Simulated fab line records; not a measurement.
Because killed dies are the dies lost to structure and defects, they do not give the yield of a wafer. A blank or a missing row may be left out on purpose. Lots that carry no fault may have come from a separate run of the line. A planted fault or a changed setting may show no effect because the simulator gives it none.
fab line records	flow n5_finfet
[record] lots = 7	wafers = 21
route steps=1938 shown WELL_APT@25 PMOS_HMC_CHANNEL_EPI@57 FIN_SAQP@109 DUMMY_GATE@246 SD_EPI_P@301
start_h: the number of hours between the record's first day and the start of the first shown wafer of the lot	wait_h: hours elapsed since this lot's preceding step	" unchanged from the row above	L1.1+2: one row covering several wafers at once	- no value, or no start given	* or withheld: withheld	< > ~ a bound
route shown NAME@n: NAME is a module with steps in the file, n the number in the route of the first one	usual: mean and standard deviation over wafers with no fault	same: alike in all rows	chamber/n: place in a boat	sites: the reading at each site	_std_site: how widely they spread, as a standard deviation	_edge_site: inner sites' mean taken away from outer sites' mean	radius_mm: for every site, how far away it sits from the centre of the wafer	mask NAME#n: copy n	behind: the most recent tool/chamber to have shaped the wafer	hold: why the lot went on hold/how many hours it stayed there/how the hold came to an end	device: the n, p or np transistor that did not switch	end of line: the route-end tests of the same wafers	for a step that has no rows: nothing shown but its recipe	killed: at the first sort, the dies lost to defects and structure; wafer yield is something else	map: shows each die of a wafer: x if killed, . if not, _ if none is there
set.NAME: the setting the step ran with; set.NAME@STEP: the setting that earlier step ran with	model.NAME: the simulator's own value behind a step, which no gauge read
lots run with intentionally changed settings; tables by step, rows by wafer
[[steps]]
[step N5_WELL_APT_PEB_06]
[recipe] peb_temp_c = 130	peb_time_s = 90
lot.wafer	tool	chamber	start_h	wait_h	set.peb_time_s
L077.2+4+5	litho_track-01	0	31.63	0.0	90
L078.1+2	litho_track-01	0	37.57	0.1	90
L078.3	"	0	"	"	74.91
L079.2+6	litho_track-01	0	43.90	0.0	90
L079.3	"	0	"	"	97.08
L081.3+5	litho_track-04	0	55.97	0.0	76.64
L081.6	"	0	"	"	90
L093.1+3	litho_track-05	0	127.65	0.1	71.61
L093.5	"	0	"	"	90
L095.1+2+5	litho_track-05	0	140.07	0.1	90
L096.1	litho_track-04	0	145.46	0.1	106.3
L096.2+5	"	0	"	"	90
[step N5_WELL_APT_DEVELOP_07]
[recipe] develop_time_s = 45	rinse_liquid = surfactant_rinse	dry = air_spin	dev_temp_c = 21
lot.wafer	tool	chamber	start_h	wait_h	set.develop_time_s
L077.2+4	litho_track-01	0	-	-	51.64
L077.5	"	0	"	"	45
L078.1	litho_track-01	0	-	-	38.56
L078.2+3	"	0	"	"	45
L079.2+3	litho_track-01	0	-	-	45
L079.6	"	0	"	"	54.21
L081.3	litho_track-04	0	-	-	45
L081.5+6	"	0	"	"	51.16
L093.1+5	litho_track-05	0	-	-	38.52
L093.3	"	0	"	"	45
L095.1+2+5	litho_track-05	0	-	-	45
L096.1+2	litho_track-04	0	-	-	45
L096.5	"	0	"	"	48.77
[step N5_WELL_APT_HARDBAKE_12]
[recipe] temp_c = 130	time_s = 120
[step N5_WELL_APT_CD_MEAS_08]
[recipe] target_cd_nm = 200	landing_energy_ev = 500	detector = se_inlens
[usual] cd_nm = 200.2/2
lot.wafer	tool	chamber	start_h	wait_h	set.peb_time_s@WELL_APT_PEB_06	cd_nm
L077.2	cd_sem-03	0	31.74	-	90	203.5
L077.4	"	0	"	"	90	200.4
L077.5	"	0	"	"	90	199.6
L078.1	cd_sem-02	0	37.68	-	90	200.3
L078.2	"	0	"	"	90	202.0
L078.3	"	0	"	"	74.91	194.5
L079.2	cd_sem-01	0	44.01	-	90	203.9
L079.3	"	0	"	"	97.08	205.8
L079.6	"	0	"	"	90	200.9
L081.3	cd_sem-02	0	56.08	-	76.64	191.1
L081.5	"	0	"	"	76.64	193.1
L081.6	"	0	"	"	90	200.1
L093.1	cd_sem-02	0	127.76	-	71.61	190.2
L093.3	"	0	"	"	71.61	190.6
L093.5	"	0	"	"	90	196.9
L095.1	cd_sem-02	0	140.19	-	90	199.8
L095.2	"	0	"	"	90	196.6
L095.5	"	0	"	"	90	196.6
L096.1	cd_sem-03	0	145.58	-	106.3	206.2
L096.2	"	0	"	"	90	201.0
L096.5	"	0	"	"	90	201.6
[step N5_WELL_APT_DESCUM_13]
[recipe] chemistry = O2	time_s = 7.9	source_power_w = 50	bias_power_w = 20	pressure_mtorr = 20	rf_frequency_hz = 2.712e+07	temp_c = 40	o2_flow_sccm = 225
lot.wafer	tool	chamber	start_h	wait_h	set.peb_time_s@WELL_APT_PEB_06	model.WELL_APT.cd_nm
L077.2	rie_diel-01	2	31.83	0.0	90	203.9
L077.4	"	0	"	"	90	200.6
L077.5	"	2	"	"	90	200.1
L078.1	rie_diel-03	3	37.77	0.0	90	200.8
L078.2	"	2	"	"	90	202
L078.3	"	0	"	"	74.91	194.6
L079.2	rie_diel-01	0	44.10	0.0	90	203.9
L079.3	"	2	"	"	97.08	205.6
L079.6	"	1	"	"	90	200.9
L081.3	rie_diel-04	3	56.17	0.0	76.64	191
L081.5	"	1	"	"	76.64	192.8
L081.6	"	3	"	"	90	200.2
L093.1	rie_diel-01	3	127.85	0.0	71.61	190
L093.3	"	1	"	"	71.61	190.6
L093.5	"	3	"	"	90	196.8
L095.1	rie_diel-03	1	140.37	0.1	90	199.5
L095.2	"	2	"	"	90	196.6
L095.5	"	2	"	"	90	196
L096.1	rie_diel-04	0	145.67	0.0	106.3	206
L096.2	"	2	"	"	90	201.1
L096.5	"	2	"	"	90	201.8
[step N5_PMOS_HMC_CHANNEL_EPI_HM_DEP_34]
[recipe] material = SiO2	target_thk_a = 360	temp_c = 400	precursor = TEOS/O2	pressure_torr = 6.5	rf_w = 900	teos_flow_sccm = 161.4	gas = O2	flow_sccm = 2650	time_s = 6.9
lot.wafer	tool	chamber	start_h	wait_h	set.time_s	model.SiO2_of_PMOS_HMC_CHANNEL_EPI_HM_DEP_34.thk_nm
L077.2	pecvd-03	1	35.21	0.0	7.267	37.66
L077.4	"	0	"	"	6.9	36.21
L077.5	"	1	"	"	6.9	37.28
L078.1	pecvd-01	0	40.95	0.0	7.568	39.17
L078.2	"	2	"	"	7.568	38.76
L078.3	"	2	"	"	6.9	36.45
L079.2	pecvd-03	1	47.06	0.0	6.9	36.09
L079.3	"	0	"	"	6.9	36.72
L079.6	"	1	"	"	6.9	36.26
L081.3	pecvd-04	1	59.16	0.0	7.17	36.68
L081.5	"	1	"	"	7.17	37.11
L081.6	"	2	"	"	7.17	37.4
L093.1	pecvd-01	0	131.07	0.0	6.031	31.23
L093.3	"	2	"	"	6.9	34.91
L093.5	"	1	"	"	6.031	31.22
L095.1	pecvd-04	1	143.37	0.0	6.9	35.78
L095.2	"	2	"	"	6.9	35.93
L095.5	"	1	"	"	6.9	35.5
L096.1	pecvd-04	2	148.73	0.0	6.9	36.1
L096.2	"	0	"	"	6.9	35.34
L096.5	"	0	"	"	6.9	36.37
[step N5_PMOS_HMC_CHANNEL_EPI_COAT_03]
[recipe] resist = CAR-ArF-block	spin_rpm = 1500	resist_thk_nm = 205
lot.wafer	tool	chamber	start_h	wait_h	set.spin_rpm	model.CAR-ArF-block_of_PMOS_HMC_CHANNEL_EPI_COAT_03.thk_nm
L077.2	litho_track-04	0	-	-	1500	206.4
L077.4	"	0	"	"	1500	206.1
L077.5	"	0	"	"	1500	206
L078.1	litho_track-04	0	-	-	1417	210.1
L078.2	"	0	"	"	1417	209.7
L078.3	"	0	"	"	1500	204.2
L079.2	litho_track-04	0	-	-	1500	205.9
L079.3	"	0	"	"	1500	206.3
L079.6	"	0	"	"	1500	205.6
L081.3	litho_track-03	0	-	-	1500	205.3
L081.5	"	0	"	"	1547	202
L081.6	"	0	"	"	1500	204.9
L093.1	litho_track-04	0	-	-	1500	205.5
L093.3	"	0	"	"	1643	196.1
L093.5	"	0	"	"	1500	205.3
L095.1	litho_track-04	0	-	-	1500	204.9
L095.2+5	"	0	"	"	1500	204.8
L096.1	litho_track-02	0	-	-	1500	204
L096.2	"	0	"	"	1358	215
L096.5	"	0	"	"	1358	214.6
[step N5_PMOS_HMC_CHANNEL_EPI_EBR_05]
[recipe] solvent = PGMEA	ebr_width_mm = 1.5
[step N5_PMOS_HMC_CHANNEL_EPI_SOFTBAKE_04]
[recipe] temp_c = 110	time_s = 60	resist = CAR-ArF-block
[step N5_PMOS_HMC_CHANNEL_EPI_DESCUM_14]
[recipe] chemistry = O2	time_s = 7.9	source_power_w = 50	bias_power_w = 20	pressure_mtorr = 20	rf_frequency_hz = 2.712e+07	temp_c = 40	resist = CAR-ArF-block	o2_flow_sccm = 225
[step N5_PMOS_HMC_CHANNEL_EPI_ETCH_32]
[recipe] chemistry = N2/H2	target = BARC	stop_on = SiO2	target_depth_a = 858	over_etch_frac = 0.3	time_s = 50.3	ion_energy_ev = 200	mask_material = CAR-ArF-block	pressure_mtorr = 30	source_w = 840	bias_w = 150	n2_flow_sccm = 200	h2_flow_sccm = 200
lot.wafer	tool	chamber	start_h	wait_h	set.time_s@PMOS_HMC_CHANNEL_EPI_HM_DEP_34	set.spin_rpm@PMOS_HMC_CHANNEL_EPI_COAT_03	model.CAR-ArF-block_of_PMOS_HMC_CHANNEL_EPI_COAT_03.thk_nm	model.SiO2_of_PMOS_HMC_CHANNEL_EPI_HM_DEP_34.thk_nm
L077.2	rie_diel-02	3	35.75	0.0	7.267	1500	133.6	37.65
L077.4	"	0	"	"	6.9	1500	131.8	36.16
L077.5	"	2	"	"	6.9	1500	129.7	37.19
L078.1	rie_diel-02	3	41.37	0.0	7.568	1417	137	39.16
L078.2	"	1	"	"	7.568	1417	140.1	38.76
L078.3	"	2	"	"	6.9	1500	128.2	36.36
L079.2	rie_diel-02	0	47.73	0.0	6.9	1500	132.3	36.05
L079.3	"	3	"	"	6.9	1500	132.8	36.72
L079.6	"	2	"	"	6.9	1500	129.9	36.17
L081.3	rie_diel-02	2	59.72	0.0	7.17	1500	129.9	36.59
L081.5	"	3	"	"	7.17	1547	129.4	37.1
L081.6	"	2	"	"	7.17	1500	129	37.31
L093.1	rie_diel-05	1	131.60	0.0	6.031	1500	136.5	31.23
L093.3	"	2	"	"	6.9	1643	125.2	34.91
L093.5	"	3	"	"	6.031	1500	133.2	31.17
L095.1	rie_diel-05	1	143.78	0.0	6.9	1500	135.6	35.78
L095.2	"	2	"	"	6.9	1500	133.1	35.93
L095.5	"	2	"	"	6.9	1500	132.8	35.5
L096.1	rie_diel-02	2	149.26	0.0	6.9	1500	128.6	36.02
L096.2	"	0	"	"	6.9	1358	141.8	35.29
L096.5	"	1	"	"	6.9	1358	144.3	36.37
[step N5_PMOS_HMC_CHANNEL_EPI_HM_OPEN_15]
[recipe] chemistry = CHF3/O2	target = SiO2	mask_material = CAR-ArF-block	target_depth_a = 406	CHF3_flow_sccm = 50	O2_flow_sccm = 5	Ar_flow_sccm = 200	time_s = 20.3	pressure_mtorr = 30	source_w = 650	bias_w = 170	ion_energy_ev = 200
lot.wafer	tool	chamber	start_h	wait_h	set.spin_rpm@PMOS_HMC_CHANNEL_EPI_COAT_03	model.CAR-ArF-block_of_PMOS_HMC_CHANNEL_EPI_COAT_03.thk_nm
L077.2	rie_diel-02	3	35.79	0.0	1500	92.81
L077.4	"	0	"	"	1500	91.11
L077.5	"	2	"	"	1500	88.1
L078.1	rie_diel-02	3	41.41	0.0	1417	96.89
L078.2	"	1	"	"	1417	101.1
L078.3	"	2	"	"	1500	87.21
L079.2	rie_diel-02	0	47.77	0.0	1500	92.02
L079.3	"	3	"	"	1500	92.35
L079.6	"	2	"	"	1500	88.56
L081.3	rie_diel-02	2	59.76	0.0	1500	88.5
L081.5	"	3	"	"	1547	88.68
L081.6	"	2	"	"	1500	87.65
L093.1	rie_diel-05	1	131.64	0.0	1500	97.69
L093.3	"	2	"	"	1643	84.49
L093.5	"	3	"	"	1500	92.71
L095.1	rie_diel-05	1	143.82	0.0	1500	97.34
L095.2	"	2	"	"	1500	93.02
L095.5	"	2	"	"	1500	92.79
L096.1	rie_diel-02	2	149.30	0.0	1500	87.38
L096.2	"	0	"	"	1358	101.8
L096.5	"	1	"	"	1358	105.3
[step N5_FIN_SAQP_PEB_14]
[recipe] peb_temp_c = withheld	peb_time_s = 60	resist = CAR-ArF
lot.wafer	tool	chamber	start_h	wait_h	set.peb_time_s
L077.2+5	litho_track-03	0	39.83	0.0	55.96
L077.4	"	0	"	"	60
L078.1	litho_track-01	0	45.85	0.1	72.33
L078.2+3	"	0	"	"	60
L079.2+3+6	litho_track-03	0	51.67	0.0	56.55
L081.3+5	litho_track-03	0	64.10	0.0	66.59
L081.6	"	0	"	"	60
L093.1+3+5	litho_track-05	0	135.64	0.1	60
L095.1+2+5	litho_track-05	0	148.03	0.1	60
L096.1+5	litho_track-01	0	153.32	0.1	50.84
L096.2	"	0	"	"	60
[step N5_FIN_SAQP_DEVELOP_15]
[recipe] develop_time_s = 30	developer = TMAH	resist = CAR-ArF	dev_temp_c = 23	rinse_liquid = diw	dry = air_spin
[step N5_FIN_SAQP_CD_MEAS_16]
[recipe] target_cd_nm = 35.6	landing_energy_ev = 500	detector = se_inlens
[usual] cd_nm = 35.6/0.4
lot.wafer	tool	chamber	start_h	wait_h	set.peb_time_s@FIN_SAQP_PEB_14	cd_nm
L077.2	cd_sem-02	0	39.90	-	55.96	36.1
L077.4	"	0	"	"	60	35.6
L077.5	"	0	"	"	55.96	36.7
L078.1	cd_sem-03	0	45.92	-	72.33	33.3
L078.2	"	0	"	"	60	36.4
L078.3	"	0	"	"	60	35.7
L079.2	cd_sem-02	0	51.74	-	56.55	36.3
L079.3	"	0	"	"	56.55	36.6
L079.6	"	0	"	"	56.55	37.0
L081.3	cd_sem-02	0	64.17	-	66.59	33.9
L081.5	"	0	"	"	66.59	34.2
L081.6	"	0	"	"	60	35.7
L093.1	cd_sem-01	0	135.71	-	60	35.7
L093.3	"	0	"	"	60	35.5
L093.5	"	0	"	"	60	35.6
L095.1	cd_sem-03	0	148.10	-	60	36.0
L095.2	"	0	"	"	60	35.8
L095.5	"	0	"	"	60	35.4
L096.1	cd_sem-01	0	153.38	-	50.84	38.8
L096.2	"	0	"	"	60	36.3
L096.5	"	0	"	"	50.84	38.1
[step N5_FIN_SAQP_ETCH_52]
[recipe] chemistry = N2/H2	target = SOC	target_depth_a = 1000	overetch_a = 200	mask_material = SiARC	temp_c = 40	time_s = 150	ion_energy_ev = 200	pressure_mtorr = 30	source_w = 840	bias_w = 150	n2_flow_sccm = 200	h2_flow_sccm = 200	ends = end_point
[usual] rf_vpp_V = 523.6/2.4
lot.wafer	tool	chamber	start_h	wait_h	set.source_w	rf_vpp_V	model.SiARC_of_FIN_SAQP_COAT_50.thk_nm
L077.2	rie_diel-04	0	40.09	0.0	840	524.7	29.32
L077.4	"	2	"	"	958	501.0	28.66
L077.5	"	0	"	"	958	501.8	28.94
L078.1	rie_diel-03	1	46.52	0.0	840	527.4	29.22
L078.2	"	2	"	"	709.5	549.4	29.76
L078.3	"	0	"	"	840	526.7	29.58
L079.2	rie_diel-04	1	52.40	0.0	840	521.4	29.15
L079.3	"	0	"	"	840	524.6	29.49
L079.6	"	1	"	"	707.7	549.0	29.64
L081.3	rie_diel-01	3	64.35	0.0	964.9	498.7	28.89
L081.5	"	3	"	"	840	522.5	29.31
L081.6	"	0	"	"	840	526.0	29.58
L093.1	rie_diel-01	3	136.19	0.0	974.5	497.7	28.67
L093.3	"	2	"	"	840	520.6	29.38
L093.5	"	3	"	"	840	523.1	29.21
L095.1	rie_diel-01	0	148.45	0.0	840	525.6	29.69
L095.2	"	3	"	"	840	521.8	29.31
L095.5	"	3	"	"	840	522.8	29.35
L096.1	rie_diel-01	2	153.96	0.0	840	521.8	29.38
L096.2	"	0	"	"	840	526.3	29.53
L096.5	"	3	"	"	987.8	495.2	28.74
[step N5_DUMMY_GATE_ETCH_32]
[recipe] chemistry = CF4	target = SiO2	target_depth_a = 35	time_s = 3.9	ion_energy_ev = 350	pressure_mtorr = 10	icp_w = 800	bias_w = 400	cf4_flow_sccm = 80
lot.wafer	tool	chamber	start_h	wait_h	set.time_s	model.etch.depth_nm
L077.2	rie_si-01	0	66.53	0.1	3.9	3.497
L077.4	"	2	"	"	3.9	3.522
L077.5	"	1	"	"	3.9	3.372
L078.1	rie_si-01	2	73.43	0.1	3.253	2.945
L078.2	"	0	"	"	3.253	2.905
L078.3	"	3	"	"	3.9	3.527
L079.2	rie_si-04	3	77.91	0.1	3.9	3.449
L079.3	"	1	"	"	3.9	3.574
L079.6	"	0	"	"	3.9	3.539
L081.3	rie_si-04	3	90.73	0.1	3.9	3.429
L081.5	"	3	"	"	3.9	3.415
L081.6	"	0	"	"	3.9	3.512
L093.1	rie_si-01	1	161.03	0.1	3.9	3.395
L093.3	"	2	"	"	3.9	3.529
L093.5	"	2	"	"	3.9	3.537
L095.1	rie_si-01	3	173.15	0.1	3.9	3.539
L095.2	"	0	"	"	3.9	3.465
L095.5	"	3	"	"	3.9	3.512
L096.1	rie_si-01	2	180.44	0.1	3.053	2.761
L096.2	"	0	"	"	3.9	3.45
L096.5	"	2	"	"	3.053	2.766
[step N5_SD_EPI_P_PEB_07]
[recipe] peb_temp_c = 110	peb_time_s = 60	resist = CAR-ArF-block
lot.wafer	tool	chamber	start_h	wait_h	set.peb_time_s
L077.2+5	litho_track-02	0	72.79	0.0	72.11
L077.4	"	0	"	"	60
L078.1	litho_track-02	0	79.67	0.1	60
L078.2+3	"	0	"	"	56.48
L079.2	litho_track-02	0	83.89	0.0	60
L079.3+6	"	0	"	"	70.18
L081.3+5+6	litho_track-04	0	96.63	0.0	60
L093.1+5	litho_track-02	0	166.93	0.1	60
L093.3	"	0	"	"	68.34
L095.1+2+5	litho_track-02	0	178.93	0.1	60
L096.1+5	litho_track-03	0	186.95	0.1	48.5
L096.2	"	0	"	"	60
[step N5_SD_EPI_P_DEVELOP_08]
[recipe] develop_time_s = 30	developer = TMAH	resist = CAR-ArF-block	dev_temp_c = 23	rinse_liquid = diw	dry = air_spin
[step N5_SD_EPI_P_CD_MEAS_09]
[recipe] target_cd_nm = 240	landing_energy_ev = 500	detector = se_inlens
[usual] cd_nm = 240.3/0.88
lot.wafer	tool	chamber	start_h	wait_h	set.peb_time_s@SD_EPI_P_PEB_07	cd_nm
L077.2	cd_sem-02	0	72.86	-	72.11	246.0
L077.4	"	0	"	"	60	238.8
L077.5	"	0	"	"	72.11	245.9
L078.1	cd_sem-02	0	79.74	-	60	239.1
L078.2	"	0	"	"	56.48	237.4
L078.3	"	0	"	"	56.48	237.0
L079.2	cd_sem-02	0	83.96	-	60	239.3
L079.3	"	0	"	"	70.18	244.7
L079.6	"	0	"	"	70.18	245.2
L081.3	cd_sem-03	0	96.70	-	60	240.5
L081.5	"	0	"	"	60	239.7
L081.6	"	0	"	"	60	240.7
L093.1	cd_sem-01	0	167.00	-	60	242.2
L093.3	"	0	"	"	68.34	245.2
L093.5	"	0	"	"	60	240.9
L095.1	cd_sem-01	0	179.00	-	60	242.5
L095.2	"	0	"	"	60	241.0
L095.5	"	0	"	"	60	241.6
L096.1	cd_sem-01	0	187.02	-	48.5	234.0
L096.2	"	0	"	"	60	240.9
L096.5	"	0	"	"	48.5	232.5
[step N5_SD_EPI_P_DESCUM_14]
[recipe] chemistry = O2	time_s = 7.9	source_power_w = 50	bias_power_w = 20	pressure_mtorr = 20	rf_frequency_hz = 2.712e+07	temp_c = 40	resist = CAR-ArF-block	o2_flow_sccm = 225
lot.wafer	tool	chamber	start_h	wait_h	set.peb_time_s@SD_EPI_P_PEB_07	model.SD_EPI_P.cd_nm
L077.2+5	rie_diel-02	2,0	73.41	0.5	72.11	245.8
L077.4	"	3	"	"	60	239
L078.1	rie_diel-05	2	79.97	0.2	60	239
L078.2	"	1	"	"	56.48	237.4
L078.3	"	0	"	"	56.48	237.2
L079.2	rie_diel-06	2	84.19	0.2	60	239.2
L079.3	"	0	"	"	70.18	244.4
L079.6	"	3	"	"	70.18	245.2
L081.3	rie_diel-06	0	96.78	0.0	60	240.4
L081.5	"	2	"	"	60	239.4
L081.6	"	1	"	"	60	240.8
L093.1	rie_diel-06	0	167.09	0.0	60	241.8
L093.3	"	2	"	"	68.34	245.2
L093.5	"	0	"	"	60	240.8
L095.1	rie_diel-06	0	179.09	0.0	60	242.2
L095.2	"	1	"	"	60	241.2
L095.5	"	0	"	"	60	241.4
L096.1	rie_diel-02	3	187.11	0.0	48.5	233.8
L096.2	"	1	"	"	60	241.2
L096.5	"	2	"	"	48.5	232.6
[step N5_SD_EPI_P_ETCH_36]
[recipe] chemistry = CF4	target = SiARC	target_depth_a = 455	mask_material = CAR-ArF-block	time_s = 75.8	ion_energy_ev = 80	pressure_mtorr = 40	source_w = 545	bias_w = 36	Ar_flow_sccm = 100	cf4_flow_sccm = 100	ends = cleared
lot.wafer	tool	chamber	start_h	wait_h	set.peb_time_s@SD_EPI_P_PEB_07	model.SD_EPI_P.cd_nm
L077.2+5	rie_diel-02	2,0	73.44	0.0	72.11	245.8
L077.4	"	3	"	"	60	239.2
L078.1	rie_diel-05	2	80.01	0.0	60	239
L078.2+3	"	1,0	"	"	56.48	237.2
L079.2	rie_diel-06	2	84.22	0.0	60	238.8
L079.3	"	0	"	"	70.18	244.4
L079.6	"	3	"	"	70.18	244.8
L081.3	rie_diel-06	0	96.82	0.0	60	240.4
L081.5	"	2	"	"	60	239.2
L081.6	"	1	"	"	60	240.6
L093.1	rie_diel-06	0	167.12	0.0	60	242.2
L093.3	"	2	"	"	68.34	245.2
L093.5	"	0	"	"	60	241
L095.1	rie_diel-06	0	179.13	0.0	60	242.4
L095.2	"	1	"	"	60	241.2
L095.5	"	0	"	"	60	241.6
L096.1	rie_diel-02	3	187.14	0.0	48.5	233.8
L096.2	"	1	"	"	60	241.2
L096.5	"	2	"	"	48.5	232.8
[step N5_SD_EPI_P_ETCH_37]
[recipe] chemistry = N2/H2	target = SOC	overetch_a = 1080	mask_material = SiARC	temp_c = 40	ion_energy_ev = 100	source_w = 3000	bias_w = 133	pressure_mtorr = 20	time_s = 486	n2_flow_sccm = 200	h2_flow_sccm = 200	ends = end_point
[usual] rf_vpp_V = 240.6/1.3
lot.wafer	tool	chamber	start_h	wait_h	set.source_w	rf_vpp_V	model.SiARC_of_SD_EPI_P_COAT_35.thk_nm
L077.2	rie_diel-02	2	73.50	0.0	3000	241.1	19.2
L077.4	"	3	"	"	2836	244.5	20.4
L077.5	"	0	"	"	3000	239.3	19.4
L078.1	rie_diel-05	2	80.06	0.0	2782	247.3	20.6
L078.2	"	1	"	"	3000	240.1	20.2
L078.3	"	0	"	"	3000	241.4	19.2
L079.2	rie_diel-06	2	84.28	0.0	3000	238.3	19.4
L079.3	"	0	"	"	3000	242.1	19.6
L079.6	"	3	"	"	2714	250.8	20
L081.3	rie_diel-06	0	96.87	0.0	3000	241.7	19.4
L081.5	"	2	"	"	3000	238.9	19.6
L081.6	"	1	"	"	2838	243.4	21
L093.1	rie_diel-06	0	167.18	0.0	3000	241.6	19.8
L093.3	"	2	"	"	3000	238.5	19.6
L093.5	"	0	"	"	3000	242.4	19.6
L095.1	rie_diel-06	0	179.19	0.0	3000	243.5	19.4
L095.2	"	1	"	"	3000	238.5	20.2
L095.5	"	0	"	"	3000	240.3	19.6
L096.1	rie_diel-02	3	187.20	0.0	3000	239.0	19.8
L096.2	"	1	"	"	3000	241.1	20.4
L096.5	"	2	"	"	3510	228.5	17.2
[[key]]
[split] step = N5_WELL_APT_PEB_06	setting = peb_time_s	stated = 90	by = wafer
[response] step = N5_WELL_APT_CD_MEAS_08	reading = cd_nm	change = +0.367	per = 1%	r = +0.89
[response] step = N5_WELL_APT_DESCUM_13	reading = model.WELL_APT.cd_nm	change = +0.365	per = 1%	r = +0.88
[split] step = N5_WELL_APT_DEVELOP_07	setting = develop_time_s	stated = 45	by = wafer
response none clear
[split] step = N5_PMOS_HMC_CHANNEL_EPI_HM_DEP_34	setting = time_s	stated = 6.9	by = wafer
[response] step = N5_PMOS_HMC_CHANNEL_EPI_HM_DEP_34	reading = model.SiO2_of_PMOS_HMC_CHANNEL_EPI_HM_DEP_34.thk_nm	change = +0.27	per = 1%	r = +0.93
[response] step = N5_PMOS_HMC_CHANNEL_EPI_ETCH_32	reading = model.SiO2_of_PMOS_HMC_CHANNEL_EPI_HM_DEP_34.thk_nm	change = +0.275	per = 1%	r = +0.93
[split] step = N5_PMOS_HMC_CHANNEL_EPI_COAT_03	setting = spin_rpm	stated = 1500	by = wafer
[response] step = N5_PMOS_HMC_CHANNEL_EPI_COAT_03	reading = model.CAR-ArF-block_of_PMOS_HMC_CHANNEL_EPI_COAT_03.thk_nm	change = -1.05	per = 1%	r = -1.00
[response] step = N5_PMOS_HMC_CHANNEL_EPI_ETCH_32	reading = model.CAR-ArF-block_of_PMOS_HMC_CHANNEL_EPI_COAT_03.thk_nm	change = -1.29	per = 1%	r = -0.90
[response] step = N5_PMOS_HMC_CHANNEL_EPI_HM_OPEN_15	reading = model.CAR-ArF-block_of_PMOS_HMC_CHANNEL_EPI_COAT_03.thk_nm	change = -1.44	per = 1%	r = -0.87
[split] step = N5_FIN_SAQP_PEB_14	setting = peb_time_s	stated = 60	by = wafer
[response] step = N5_FIN_SAQP_CD_MEAS_16	reading = cd_nm	change = -0.136	per = 1%	r = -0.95
[split] step = N5_FIN_SAQP_ETCH_52	setting = source_w	stated = 840	by = wafer
[response] step = N5_FIN_SAQP_ETCH_52	reading = rf_vpp_V	change = -1.6	per = 1%	r = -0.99
[response] step = N5_FIN_SAQP_ETCH_52	reading = model.SiARC_of_FIN_SAQP_COAT_50.thk_nm	change = -0.0331	per = 1%	r = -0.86
[split] step = N5_DUMMY_GATE_ETCH_32	setting = time_s	stated = 3.9	by = wafer
[response] step = N5_DUMMY_GATE_ETCH_32	reading = model.etch.depth_nm	change = +0.0333	per = 1%	r = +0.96
[split] step = N5_SD_EPI_P_PEB_07	setting = peb_time_s	stated = 60	by = wafer
[response] step = N5_SD_EPI_P_CD_MEAS_09	reading = cd_nm	change = +0.348	per = 1%	r = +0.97
[response] step = N5_SD_EPI_P_DESCUM_14	reading = model.SD_EPI_P.cd_nm	change = +0.349	per = 1%	r = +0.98
[response] step = N5_SD_EPI_P_ETCH_36	reading = model.SD_EPI_P.cd_nm	change = +0.344	per = 1%	r = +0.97
[split] step = N5_SD_EPI_P_ETCH_37	setting = source_w	stated = 3000	by = wafer
[response] step = N5_SD_EPI_P_ETCH_37	reading = rf_vpp_V	change = -0.783	per = 1%	r = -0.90
[response] step = N5_SD_EPI_P_ETCH_37	reading = model.SiARC_of_SD_EPI_P_COAT_35.thk_nm	change = -0.152	per = 1%	r = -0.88
